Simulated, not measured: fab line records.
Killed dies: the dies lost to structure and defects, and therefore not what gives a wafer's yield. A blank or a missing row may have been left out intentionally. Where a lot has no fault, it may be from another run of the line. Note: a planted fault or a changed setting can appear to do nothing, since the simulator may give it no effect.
Matching of chambers | flow n5Finfet | N5_BEOL_M4_STRIP_36 on rieDiel-06: 4 sister chambers
The step strips in N2/H2. 4 wafers are shown with their chamber, then 8 later ones without.

## WAFERS PAIRED WITH THEIR CHAMBERS
wafer  | chamber | showerheadPlenumPTorr (Torr)
L090.3 | 0       | 2.49
L090.5 | 3       | 2.54
L090.6 | 2       | 2.53
L092.3 | 1       | 2.59

## WAFERS MISSING THEIR CHAMBER
wafer  | showerheadPlenumPTorr (Torr)
L092.4 | 2.53
L092.5 | 2.54
L094.1 | 2.58
L094.2 | 2.49
L094.4 | 2.54
L096.1 | 2.54
L096.2 | 2.58
L096.3 | 2.49

## THE CHAMBER EACH PASSED THROUGH
wafer  | from the rows above | in truth
L092.4 | 2                   | 2
L092.5 | 3                   | 3
L094.1 | 1                   | 1
L094.2 | 0                   | 0
L094.4 | 3                   | 3
L096.1 | 3                   | 3
L096.2 | 1                   | 1
L096.3 | 0                   | 0
Placed correctly: 8 of 8. Number that these rows cannot place: 0. 0 placed wrongly.
How it was worked out, from the rows above alone: a wafer's distance from a chamber is the root of the sum, over the readings, of the square of ((its reading less the chamber's mean) divided by the reading's scatter). If the next closest chamber is less than 2 further off than the closest, the wafer can't be placed; otherwise it belongs to the closest. Each chamber's mean is taken over the wafers shown for it. The scatter: root of mean squared gap, hidden wafer to nearest shown wafer, with one shown wafer a chamber.
